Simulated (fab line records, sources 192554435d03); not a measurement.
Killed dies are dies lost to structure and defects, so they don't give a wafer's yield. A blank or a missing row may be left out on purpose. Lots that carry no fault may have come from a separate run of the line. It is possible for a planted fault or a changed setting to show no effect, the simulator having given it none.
Chamber matching + flow n5-finfet + 4 sister chambers for N5_BEOL_M0_SAQP_ETCH_101 on rie-diel-02
The step etches SiNx in CH3F/O2, target depth 29.9 nm, time 42.7 s. 18 wafers are shown with their chamber, then 9 later ones without.

## WAFERS PAIRED WITH THEIR CHAMBERS
| wafer  | chamber | drypump-motor-current-A (A) | showerhead-plenum-p-Torr (Torr) | oes-product-au (a.u.) |
|--------|---------|-----------------------------|---------------------------------|-----------------------|
| L074.2 | 1       | 6.2                         | 1.98                            | 0.69                  |
| L074.3 | 3       | 6.5                         | 2.01                            | 0.78                  |
| L074.6 | 3       | 6.5                         | 2.00                            | 0.78                  |
| L076.1 | 0       | 5.0                         | 1.87                            | 0.70                  |
| L076.4 | 1       | 6.2                         | 1.98                            | 0.69                  |
| L076.6 | 0       | 5.0                         | 1.87                            | 0.70                  |
| L079.1 | 1       | 6.2                         | 1.98                            | 0.69                  |
| L079.2 | 3       | 6.5                         | 2.00                            | 0.77                  |
| L079.4 | 2       | 6.7                         | 2.03                            | 0.84                  |
| L080.1 | 2       | 6.7                         | 2.03                            | 0.84                  |
| L080.3 | 3       | 6.5                         | 2.00                            | 0.77                  |
| L080.4 | 0       | 5.1                         | 1.87                            | 0.70                  |
| L084.3 | 3       | 6.5                         | 2.00                            | 0.77                  |
| L084.4 | 2       | 6.7                         | 2.03                            | 0.82                  |
| L084.5 | 3       | 6.5                         | 2.00                            | 0.76                  |
| L085.1 | 2       | 6.8                         | 2.02                            | 0.82                  |
| L085.4 | 2       | 6.7                         | 2.02                            | 0.82                  |
| L085.5 | 0       | 5.1                         | 1.87                            | 0.69                  |

SIGNATURES (means of the wafers above)
| reading                  | chamber 0 | chamber 1 | chamber 2 | chamber 3 | scatter within a chamber |
|--------------------------|-----------|-----------|-----------|-----------|--------------------------|
| drypump-motor-current-A  | 5.050     | 6.200     | 6.720     | 6.500     | 0.0359                   |
| showerhead-plenum-p-Torr | 1.8700    | 1.9800    | 2.0260    | 2.0017    | 0.00381                  |
| oes-product-au           | 0.6975    | 0.6900    | 0.8280    | 0.7717    | 0.00774                  |
Rule: for a wafer and a chamber, the distance is found by dividing, reading by reading, the gap between the wafer's reading and the chamber's mean by the reading's scatter, squaring, summing and taking the root. The wafer belongs to the nearest chamber; if the next one is less than 2 further off, it can't be placed. How the scatter is found: for the shown wafers, subtract from each reading the mean of its chamber, square and add these, divide the total by (wafers less chambers), then take the root.

## WAFERS MISSING THEIR CHAMBER
| wafer  | drypump-motor-current-A (A) | showerhead-plenum-p-Torr (Torr) | oes-product-au (a.u.) |
|--------|-----------------------------|---------------------------------|-----------------------|
| L092.2 | 6.5                         | 1.99                            | 0.76                  |
| L092.4 | 5.0                         | 2.11                            | 1.02                  |
| L092.6 | 6.2                         | 1.97                            | 0.91                  |
| L095.1 | 6.2                         | 1.97                            | 0.89                  |
| L095.3 | 6.7                         | 2.02                            | 0.80                  |
| L095.4 | 5.1                         | 2.11                            | 1.00                  |
| L097.1 | 5.1                         | 2.11                            | 1.00                  |
| L097.2 | 6.7                         | 2.02                            | 0.80                  |
| L097.6 | 6.1                         | 1.97                            | 0.89                  |

## CHAMBER TAKEN BY EACH
| wafer  | from the rows above     | in truth                   |
|--------|-------------------------|----------------------------|
| L092.2 | 3                       | 3                          |
| L092.4 | can't be placed: 2 or 3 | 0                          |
| L092.6 | can't be placed: 3 or 2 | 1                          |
| L095.1 | 3                       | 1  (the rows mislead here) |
| L095.3 | 2                       | 2                          |
| L095.4 | can't be placed: 2 or 3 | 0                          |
| L097.1 | can't be placed: 2 or 3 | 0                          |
| L097.2 | 2                       | 2                          |
| L097.6 | 3                       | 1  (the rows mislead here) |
Correctly placed: 3 of 9. Can't be placed from these rows: 4 (the true chamber is among the candidates in 0). 2 placed wrongly.
